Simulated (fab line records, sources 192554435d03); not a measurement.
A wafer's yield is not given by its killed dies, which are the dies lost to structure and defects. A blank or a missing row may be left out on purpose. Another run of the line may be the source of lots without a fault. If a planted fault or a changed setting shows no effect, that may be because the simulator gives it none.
Matching of chambers / flow n5-finfet / N5_GATE_CUT_ETCH_37 on rie-diel-02: 4 sister chambers
The step etches SOC in N2/H2, target depth 60 nm, overetch 12 nm, time 90 s. 14 wafers are shown with their chamber, then 7 later ones without.

## EACH WAFER AND ITS CHAMBER
wafer=L081.3; chamber=1; drypump-motor-current-A (A)=6.0; showerhead-plenum-p-Torr (Torr)=2.59; throttle-valve-pct (%)=18.10
wafer=L081.4; chamber=1; drypump-motor-current-A (A)=6.1; showerhead-plenum-p-Torr (Torr)=2.59; throttle-valve-pct (%)=18.09
wafer=L081.6; chamber=2; drypump-motor-current-A (A)=5.7; showerhead-plenum-p-Torr (Torr)=2.66; throttle-valve-pct (%)=17.83
wafer=L083.2; chamber=0; drypump-motor-current-A (A)=5.6; showerhead-plenum-p-Torr (Torr)=2.58; throttle-valve-pct (%)=17.99
wafer=L083.5; chamber=0; drypump-motor-current-A (A)=5.6; showerhead-plenum-p-Torr (Torr)=2.58; throttle-valve-pct (%)=18.02
wafer=L083.6; chamber=3; drypump-motor-current-A (A)=5.7; showerhead-plenum-p-Torr (Torr)=2.73; throttle-valve-pct (%)=17.65
wafer=L091.1; chamber=2; drypump-motor-current-A (A)=5.7; showerhead-plenum-p-Torr (Torr)=2.65; throttle-valve-pct (%)=17.87
wafer=L091.2; chamber=1; drypump-motor-current-A (A)=6.1; showerhead-plenum-p-Torr (Torr)=2.58; throttle-valve-pct (%)=18.12
wafer=L091.4; chamber=0; drypump-motor-current-A (A)=5.6; showerhead-plenum-p-Torr (Torr)=2.58; throttle-valve-pct (%)=18.03
wafer=L092.1; chamber=3; drypump-motor-current-A (A)=5.7; showerhead-plenum-p-Torr (Torr)=2.72; throttle-valve-pct (%)=17.67
wafer=L092.2; chamber=1; drypump-motor-current-A (A)=6.1; showerhead-plenum-p-Torr (Torr)=2.58; throttle-valve-pct (%)=18.13
wafer=L092.3; chamber=0; drypump-motor-current-A (A)=5.6; showerhead-plenum-p-Torr (Torr)=2.58; throttle-valve-pct (%)=18.03
wafer=L092.4; chamber=2; drypump-motor-current-A (A)=5.7; showerhead-plenum-p-Torr (Torr)=2.65; throttle-valve-pct (%)=17.86
wafer=L092.5; chamber=2; drypump-motor-current-A (A)=5.7; showerhead-plenum-p-Torr (Torr)=2.65; throttle-valve-pct (%)=17.87

SIGNATURES (means of the wafers above)
reading=drypump-motor-current-A; chamber 0=5.600; chamber 1=6.075; chamber 2=5.700; chamber 3=5.700; scatter within a chamber=0.0274
reading=showerhead-plenum-p-Torr; chamber 0=2.5800; chamber 1=2.5850; chamber 2=2.6525; chamber 3=2.7250; scatter within a chamber=0.00474
reading=throttle-valve-pct; chamber 0=18.0175; chamber 1=18.1100; chamber 2=17.8575; chamber 3=17.6600; scatter within a chamber=0.0183
Rule: distance of a wafer from a chamber = root of the sum over the readings of ((wafer's reading minus chamber's mean) / reading's scatter) squared. The wafer belongs to the nearest chamber; if the next one is less than 2 further off, it can't be placed. The scatter: take each reading less its chamber's mean, square it, sum over the shown wafers, divide by the number of wafers less the number of chambers, and take the root.

## WAFERS WITHOUT THEIR CHAMBER
wafer=L092.6; drypump-motor-current-A (A)=6.1; showerhead-plenum-p-Torr (Torr)=2.58; throttle-valve-pct (%)=18.14
wafer=L097.1; drypump-motor-current-A (A)=5.7; showerhead-plenum-p-Torr (Torr)=2.72; throttle-valve-pct (%)=17.68
wafer=L097.3; drypump-motor-current-A (A)=5.7; showerhead-plenum-p-Torr (Torr)=2.65; throttle-valve-pct (%)=17.86
wafer=L097.6; drypump-motor-current-A (A)=6.0; showerhead-plenum-p-Torr (Torr)=2.58; throttle-valve-pct (%)=18.15
wafer=L096.1; drypump-motor-current-A (A)=6.0; showerhead-plenum-p-Torr (Torr)=2.58; throttle-valve-pct (%)=18.13
wafer=L096.3; drypump-motor-current-A (A)=5.5; showerhead-plenum-p-Torr (Torr)=2.57; throttle-valve-pct (%)=18.03
wafer=L096.4; drypump-motor-current-A (A)=5.7; showerhead-plenum-p-Torr (Torr)=2.65; throttle-valve-pct (%)=17.87

## EACH ONE'S CHAMBER
wafer=L092.6; from the rows above=1; in truth=1
wafer=L097.1; from the rows above=3; in truth=3
wafer=L097.3; from the rows above=2; in truth=2
wafer=L097.6; from the rows above=1; in truth=1
wafer=L096.1; from the rows above=1; in truth=1
wafer=L096.3; from the rows above=0; in truth=0
wafer=L096.4; from the rows above=2; in truth=2
Placed correctly: 7 of 7. From these rows, 0 cannot be placed. Number placed wrongly: 0.
